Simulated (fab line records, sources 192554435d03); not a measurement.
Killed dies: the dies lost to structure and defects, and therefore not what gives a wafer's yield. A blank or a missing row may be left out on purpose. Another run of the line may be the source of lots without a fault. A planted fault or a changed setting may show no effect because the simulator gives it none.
The same fault as seen by 2 desks + flow n5_finfet + only its own numbers are on each desk; what lay behind them is given at the end

## TOOL OWNER'S DESK, litho_track-04
The tool's own readings at N5_BEOL_M2_COAT_76 (time 60 s, resist thk 5 nm): means of the sampled wafers that have a number, for each lot that ran on this tool. A lot is out of limits, marked OUT, if its mean lies more than 4 standard deviations from the usual mean; the brackets give that distance.
Columns: A = spin_speed_rpm at N5_BEOL_M2_COAT_76, usual 1499.9 rpm
| lot  | first seen here | A                |
|------|-----------------|------------------|
| L131 | day 8 18:23     | 1499.8           |
| L139 | day 10 23:59    | 1537.4 (+34) OUT |
| L143 | day 12 01:58    | 1538.5 (+35) OUT |
This desk's verdict: out of limits on L139, L143, starting with L139 at day 10 23:59 (spin_speed_rpm at N5_BEOL_M2_COAT_76). L131: within limits.

## METROLOGY DESK
What the gauges read for every lot (on any tool): the sampled wafers with a number, averaged. A lot is out of limits, marked OUT, if its mean lies more than 4 standard deviations from the usual mean; the brackets give that distance. Only the readings that lie furthest out on some lot appear, 7 of the 10 it has.
Columns: A = DIBL_N at N5_BEOL_M4_RC_MEAS_101, usual 36.3 mV/V; B = DIBL_P at N5_BEOL_M4_RC_MEAS_101, usual 36.4 mV/V; C = ION_N at N5_BEOL_M4_RC_MEAS_101, usual 673 uA/um; D = SS_N at N5_BEOL_M4_RC_MEAS_101, usual 71.5 mV/dec; E = SS_P at N5_BEOL_M4_RC_MEAS_101, usual 73.4 mV/dec; F = VT_N at N5_BEOL_M4_RC_MEAS_101, usual 249.4 mV; G = VT_P at N5_BEOL_M4_RC_MEAS_101, usual -250 mV
| lot  | first seen here | A    | B    | C   | D    | E    | F     | G    |
|------|-----------------|------|------|-----|------|------|-------|------|
| L122 | day 8 04:13     | 35.6 | 35.6 | 667 | 71.9 | 73.0 | 250.2 | -250 |
| L131 | day 10 16:01    | 37.2 | 38.2 | 678 | 72.1 | 73.7 | 248.7 | -250 |
| L139 | day 12 17:26    | 37.1 | 36.9 | 680 | 71.3 | 73.0 | 245.8 | -247 |
| L143 | day 13 18:55    | 39.1 | 37.3 | 676 | 71.8 | 73.8 | 251.9 | -252 |
This desk's verdict: no lot among the 4 shows anything out of limits.

## ALL TOGETHER
An alarm could have come from the tool owner's desk at day 10 23:59, on L139, L143.
Metrology desk: nothing out of limits seen.
The metrology desk holds a record of L139, L143, inside its limits.
All the named lots went through N5_BEOL_M2_COAT_76 on litho_track-04.

## WHAT HAD BEEN PUT IN BY THE SIMULATOR
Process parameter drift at N5_BEOL_M2_COAT_76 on litho_track-04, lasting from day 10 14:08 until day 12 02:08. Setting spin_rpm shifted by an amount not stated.
Struck lots among those shown: L139, L143.
How many hours passed from the start of the fault until each desk's first out-of-limits reading: the tool owner's desk, 10.
